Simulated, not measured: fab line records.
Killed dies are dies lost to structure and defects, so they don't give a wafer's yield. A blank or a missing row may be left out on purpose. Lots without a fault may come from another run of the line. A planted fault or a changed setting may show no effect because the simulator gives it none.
fab line records + flow nand-harc
record:
- lots: 15
- wafers: 45
- last-day: 33
route steps=1302 shown P_START@1 P_ZERO_WELL@14 P_STI@91
lots untouched by any fault: they come from a run of this same line in which no faults occurred
start-h: the number of hours between the record's first day and the start of the first shown wafer of the lot + wait-h: hours elapsed since this lot's preceding step + " same as the row above + L1.1+2: a single row standing in for several wafers + - no value, or no start given + * or withheld: withheld + < > ~ a bound
route shown NAME@n: names a module that has steps shown in the file, with the first one's number in the route + usual: average and standard deviation across the fault-free wafers + same: alike in all rows + chamber/n: place in a boat + sites: readings site by site + _std_site: standard deviation of those values + _edge_site: mean of outer sites minus mean of inner sites + radius-mm: for every site, how far away it sits from the centre of the wafer + mask NAME#n: copy n + behind: the tool/chamber that last shaped the wafer + hold: cause of the lot's hold/its duration in hours/its outcome + device: the transistor (n, p or np) that didn't switch + end of line: tests run on the same wafers once the route is complete + for a step that has no rows: nothing shown but its recipe + killed: at the first sort, the dies lost to defects and structure; wafer yield is something else + map: per-die view of a wafer (x killed, . not killed, _ where there is no die)
set.NAME: the setting the step ran with; set.NAME@STEP: the setting that earlier step ran with + model.NAME: the simulator's own value behind a step, which no gauge read
steps of the route over a sample of lots; a table a step, a row a wafer
services: the hour from which a tool's chamber was out of use, counted from the record's first day as start-h (under 0 if before that day), plus the number of hours and why
== steps ==
step: NHARC_P_START_INSPECT_01
usual:
- raw-defect-count: 3.4/1.9
| lot.wafer | tool              | chamber | start-h | wait-h | raw-defect-count |
|-----------|-------------------|---------|---------|--------|------------------|
| L394.1    | defect-inspect-01 | -       | 20.04   | -      | 3                |
| L394.3    | "                 | -       | "       | "      | 1                |
| L394.4    | "                 | -       | "       | "      | 0                |
| L396.2    | defect-inspect-02 | -       | 40.05   | -      | 6                |
| L396.5    | "                 | -       | "       | "      | 1                |
| L396.6    | "                 | -       | "       | "      | 2                |
| L397.2    | defect-inspect-01 | -       | 50.04   | -      | 1                |
| L397.3    | "                 | -       | "       | "      | 1                |
| L397.5    | "                 | -       | "       | "      | 7                |
| L398.3    | defect-inspect-01 | -       | 60.04   | -      | 0                |
| L398.4    | "                 | -       | "       | "      | 4                |
| L398.6    | "                 | -       | "       | "      | 7                |
| L401.1    | defect-inspect-01 | -       | 90.04   | -      | 3                |
| L401.2    | "                 | -       | "       | "      | 1                |
| L401.5    | "                 | -       | "       | "      | 3                |
| L403.1    | defect-inspect-02 | -       | 110.04  | -      | 3                |
| L403.3    | "                 | -       | "       | "      | 3                |
| L403.5    | "                 | -       | "       | "      | 6                |
| L404.4    | defect-inspect-01 | -       | 120.04  | -      | 3                |
| L404.5    | "                 | -       | "       | "      | 5                |
| L404.6    | "                 | -       | "       | "      | 3                |
| L405.1    | defect-inspect-02 | -       | 130.04  | -      | 1                |
| L405.4    | "                 | -       | "       | "      | 3                |
| L405.6    | "                 | -       | "       | "      | 4                |
| L406.1    | defect-inspect-02 | -       | 140.03  | -      | 6                |
| L406.3    | "                 | -       | "       | "      | 5                |
| L406.6    | "                 | -       | "       | "      | 4                |
| L409.1    | defect-inspect-01 | -       | 170.04  | -      | 4                |
| L409.3    | "                 | -       | "       | "      | 2                |
| L409.5    | "                 | -       | "       | "      | 3                |
| L413.1    | defect-inspect-01 | -       | 210.04  | -      | 7                |
| L413.4    | "                 | -       | "       | "      | 5                |
| L413.5    | "                 | -       | "       | "      | 2                |
| L414.1    | defect-inspect-02 | -       | 220.03  | -      | 4                |
| L414.2    | "                 | -       | "       | "      | 4                |
| L414.4    | "                 | -       | "       | "      | 5                |
| L415.2    | defect-inspect-01 | -       | 230.04  | -      | 3                |
| L415.3    | "                 | -       | "       | "      | 3                |
| L415.6    | "                 | -       | "       | "      | 6                |
| L416.1    | defect-inspect-01 | -       | 240.04  | -      | 4                |
| L416.5    | "                 | -       | "       | "      | 3                |
| L416.6    | "                 | -       | "       | "      | 3                |
| L417.3    | defect-inspect-01 | -       | 250.04  | -      | 4                |
| L417.4    | "                 | -       | "       | "      | 3                |
| L417.6    | "                 | -       | "       | "      | 4                |
step: NHARC_P_ZERO_WELL_CD_MEAS_11
recipe:
- target-cd-nm: 500
- landing-energy-ev: 500
usual:
- cd-nm: 500.4/1.5
| lot.wafer | tool      | chamber | start-h | wait-h | cd-nm |
|-----------|-----------|---------|---------|--------|-------|
| L394.1    | cd-sem-01 | 0       | 21.25   | -      | 502.9 |
| L394.3    | "         | 0       | "       | "      | 501.2 |
| L394.4    | "         | 0       | "       | "      | 498.9 |
| L396.2    | cd-sem-01 | 0       | 41.38   | -      | 500.9 |
| L396.5    | "         | 0       | "       | "      | 498.6 |
| L396.6    | "         | 0       | "       | "      | 498.1 |
| L397.2    | cd-sem-03 | 0       | 51.23   | -      | 498.1 |
| L397.3    | "         | 0       | "       | "      | 500.3 |
| L397.5    | "         | 0       | "       | "      | 501.2 |
| L398.3    | cd-sem-01 | 0       | 61.25   | -      | 500.5 |
| L398.4    | "         | 0       | "       | "      | 500.8 |
| L398.6    | "         | 0       | "       | "      | 498.6 |
| L401.1    | cd-sem-02 | 0       | 91.11   | -      | 498.2 |
| L401.2    | "         | 0       | "       | "      | 500.4 |
| L401.5    | "         | 0       | "       | "      | 498.3 |
| L403.1    | cd-sem-01 | 0       | 111.26  | -      | 500.9 |
| L403.3    | "         | 0       | "       | "      | 502.0 |
| L403.5    | "         | 0       | "       | "      | 503.0 |
| L404.4    | cd-sem-03 | 0       | 121.25  | -      | 503.8 |
| L404.5    | "         | 0       | "       | "      | 503.2 |
| L404.6    | "         | 0       | "       | "      | 503.2 |
| L405.1    | cd-sem-01 | 0       | 131.24  | -      | 501.6 |
| L405.4    | "         | 0       | "       | "      | 502.5 |
| L405.6    | "         | 0       | "       | "      | 502.7 |
| L406.1    | cd-sem-03 | 0       | 141.24  | -      | 496.3 |
| L406.3    | "         | 0       | "       | "      | 499.6 |
| L406.6    | "         | 0       | "       | "      | 498.5 |
| L409.1    | cd-sem-01 | 0       | 171.25  | -      | 499.4 |
| L409.3    | "         | 0       | "       | "      | 499.4 |
| L409.5    | "         | 0       | "       | "      | 500.5 |
| L413.1    | cd-sem-02 | 0       | 211.12  | -      | 501.3 |
| L413.4    | "         | 0       | "       | "      | 499.4 |
| L413.5    | "         | 0       | "       | "      | 501.4 |
| L414.1    | cd-sem-02 | 0       | 221.23  | -      | 500.1 |
| L414.2    | "         | 0       | "       | "      | 499.2 |
| L414.4    | "         | 0       | "       | "      | 501.3 |
| L415.2    | cd-sem-01 | 0       | 231.12  | -      | 500.8 |
| L415.3    | "         | 0       | "       | "      | 500.6 |
| L415.6    | "         | 0       | "       | "      | 501.7 |
| L416.1    | cd-sem-01 | 0       | 241.24  | -      | 500.3 |
| L416.5    | "         | 0       | "       | "      | 500.7 |
| L416.6    | "         | 0       | "       | "      | 502.0 |
| L417.3    | cd-sem-02 | 0       | 251.25  | -      | 497.9 |
| L417.4    | "         | 0       | "       | "      | 501.7 |
| L417.6    | "         | 0       | "       | "      | 500.4 |
step: NHARC_P_ZERO_WELL_IMPLANT_57
recipe:
- energy-kev: 250
- dose-cm2: 4e+12
- tilt-deg: 7
usual:
- beam-energy-keV: 250.01/0.075
- beam-on-s: 10.03/0.22
| lot.wafer | tool         | chamber | start-h | wait-h | beam-energy-keV | beam-on-s |
|-----------|--------------|---------|---------|--------|-----------------|-----------|
| L394.1    | implanter-01 | 0       | 23.01   | 0.2    | 249.86          | 9.98      |
| L394.3    | "            | 0       | "       | "      | 250.03          | 10.19     |
| L394.4    | "            | 0       | "       | "      | 249.99          | 9.89      |
| L396.2    | implanter-02 | 0       | 43.23   | 0.2    | 249.92          | 10.01     |
| L396.5    | "            | 0       | "       | "      | 250.10          | 9.96      |
| L396.6    | "            | 0       | "       | "      | 250.20          | 10.00     |
| L397.2    | implanter-02 | 0       | 53.20   | 0.1    | 250.02          | 10.23     |
| L397.3    | "            | 0       | "       | "      | 250.01          | 10.30     |
| L397.5    | "            | 0       | "       | "      | 249.94          | 9.83      |
| L398.3    | implanter-01 | 0       | 63.33   | 0.2    | 249.96          | 9.94      |
| L398.4    | "            | 0       | "       | "      | 249.91          | 9.86      |
| L398.6    | "            | 0       | "       | "      | 249.98          | 10.02     |
| L401.1    | implanter-02 | 0       | 92.81   | 0.2    | 249.97          | 9.64      |
| L401.2    | "            | 0       | "       | "      | 249.91          | 10.20     |
| L401.5    | "            | 0       | "       | "      | 249.99          | 10.02     |
| L403.1    | implanter-02 | 0       | 113.22  | 0.2    | 249.99          | 9.98      |
| L403.3    | "            | 0       | "       | "      | 249.92          | 10.25     |
| L403.5    | "            | 0       | "       | "      | 250.03          | 9.89      |
| L404.4    | implanter-01 | 0       | 124.50  | 0.1    | 250.02          | 10.21     |
| L404.5    | "            | 0       | "       | "      | 249.93          | 10.01     |
| L404.6    | "            | 0       | "       | "      | 250.11          | 10.13     |
| L405.1    | implanter-01 | 0       | 132.97  | 0.2    | 250.06          | 9.83      |
| L405.4    | "            | 0       | "       | "      | 250.04          | 9.92      |
| L405.6    | "            | 0       | "       | "      | 250.03          | 10.05     |
| L406.1    | implanter-02 | 0       | 143.13  | 0.1    | 250.10          | 10.11     |
| L406.3    | "            | 0       | "       | "      | 249.98          | 10.10     |
| L406.6    | "            | 0       | "       | "      | 250.03          | 9.93      |
| L409.1    | implanter-02 | 0       | 173.11  | 0.2    | 250.14          | 10.03     |
| L409.3    | "            | 0       | "       | "      | 250.03          | 9.88      |
| L409.5    | "            | 0       | "       | "      | 250.02          | 9.79      |
| L413.1    | implanter-01 | -       | 212.88  | 0.1    | -               | -         |
| L413.4    | "            | -       | "       | "      | -               | -         |
| L413.5    | "            | -       | "       | "      | -               | -         |
| L414.1    | implanter-02 | -       | 223.22  | 0.1    | -               | -         |
| L414.2    | "            | -       | "       | "      | -               | -         |
| L414.4    | "            | -       | "       | "      | -               | -         |
| L415.2    | implanter-02 | -       | 233.04  | 0.2    | -               | -         |
| L415.3    | "            | -       | "       | "      | -               | -         |
| L415.6    | "            | -       | "       | "      | -               | -         |
| L416.1    | implanter-02 | 0       | 242.99  | 0.2    | 249.95          | 10.51     |
| L416.5    | "            | 0       | "       | "      | 250.08          | 10.37     |
| L416.6    | "            | 0       | "       | "      | 249.92          | 10.27     |
| L417.3    | implanter-01 | 0       | 253.40  | 0.1    | 249.87          | 9.77      |
| L417.4    | "            | 0       | "       | "      | 249.90          | 10.33     |
| L417.6    | "            | 0       | "       | "      | 249.92          | 9.45      |
step: NHARC_P_STI_CD_MEAS_16
usual:
- cd-nm: 199.3/2.6
| lot.wafer | tool      | chamber | start-h | wait-h | cd-nm |
|-----------|-----------|---------|---------|--------|-------|
| L394.1    | cd-sem-02 | -       | 45.65   | -      | 197.1 |
| L394.3    | "         | -       | "       | "      | 202.9 |
| L394.4    | "         | -       | "       | "      | 201.6 |
| L396.2    | cd-sem-02 | -       | 66.00   | -      | 197.3 |
| L396.5    | "         | -       | "       | "      | 202.7 |
| L396.6    | "         | -       | "       | "      | 197.4 |
| L397.2    | cd-sem-02 | -       | 76.21   | -      | 195.5 |
| L397.3    | "         | -       | "       | "      | 196.9 |
| L397.5    | "         | -       | "       | "      | 194.8 |
| L398.3    | cd-sem-03 | -       | 85.34   | -      | 197.1 |
| L398.4    | "         | -       | "       | "      | 202.1 |
| L398.6    | "         | -       | "       | "      | 198.2 |
| L401.1    | cd-sem-01 | -       | 115.13  | -      | 202.4 |
| L401.2    | "         | -       | "       | "      | 201.1 |
| L401.5    | "         | -       | "       | "      | 202.2 |
| L403.1    | cd-sem-03 | -       | 133.66  | -      | 197.8 |
| L403.3    | "         | -       | "       | "      | 203.7 |
| L403.5    | "         | -       | "       | "      | 197.7 |
| L404.4    | cd-sem-01 | -       | 145.96  | -      | 201.5 |
| L404.5    | "         | -       | "       | "      | 200.1 |
| L404.6    | "         | -       | "       | "      | 195.8 |
| L405.1    | cd-sem-02 | -       | 154.32  | -      | 200.7 |
| L405.4    | "         | -       | "       | "      | 201.7 |
| L405.6    | "         | -       | "       | "      | 197.8 |
| L406.1    | cd-sem-02 | -       | 164.85  | -      | 199.2 |
| L406.3    | "         | -       | "       | "      | 199.6 |
| L406.6    | "         | -       | "       | "      | 205.8 |
| L409.1    | cd-sem-03 | -       | 193.65  | -      | 200.3 |
| L409.3    | "         | -       | "       | "      | 202.4 |
| L409.5    | "         | -       | "       | "      | 201.4 |
| L416.1    | cd-sem-03 | -       | 268.52  | -      | 194.6 |
| L416.5    | "         | -       | "       | "      | 194.2 |
| L416.6    | "         | -       | "       | "      | 196.8 |
| L417.3    | cd-sem-02 | -       | 274.92  | -      | 200.6 |
| L417.4    | "         | -       | "       | "      | 202.0 |
| L417.6    | "         | -       | "       | "      | 199.7 |
== services ==
| tool         | chamber | start-h | hours | kind   |
|--------------|---------|---------|-------|--------|
| implanter-02 | -       | 21.56   | 3.5   | repair |
| implanter-01 | -       | 27.99   | 2.6   | repair |
| implanter-02 | -       | 146.04  | 13.0  | pm     |
| implanter-01 | -       | 236.07  | 1.5   | repair |
== key ==
first-sign:
- step: NHARC_P_ZERO_WELL_IMPLANT_57
- reading: tool-record
- direction: missing
effect none on later readings
met-at NHARC_P_ZERO_WELL_IMPLANT_57
struck-lots L413,L414,L415
later-rows-left-out L413.1,L413.4,L413.5,L414.1,L414.2,L414.4,L415.2,L415.3,L415.6
sort-left-out L413.1,L413.4,L413.5,L414.1,L414.2,L414.4,L415.2,L415.3,L415.6
tester-left-out L413,L414,L415
not-acting-at NHARC_P_START_INSPECT_01,NHARC_P_ZERO_WELL_CD_MEAS_11,NHARC_P_STI_CD_MEAS_16
onset-between 173.11 212.88
fault:
- kind: skipped-step-whole
- tool: implanter-01,implanter-02
- chamber: -
- onset-h: 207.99
- steps: NHARC_P_ZERO_WELL_IMPLANT_57
- scope: struck-lots-only
tester-left-out: of these lots the tester's yield and bins aren't shown, on N5 and GAA mostly nor the transistor test; their killed dies are dies lost to structure and defects alone, not to doping, threshold or leakage, so they don't give the yield
sort-left-out: the simulated sort isn't trusted on such a fault, so these wafers' sort isn't shown, and their yield isn't known
later-rows-left-out: the simulator's readings of these wafers behind a module that went badly wrong aren't trusted and aren't shown, but for the sort
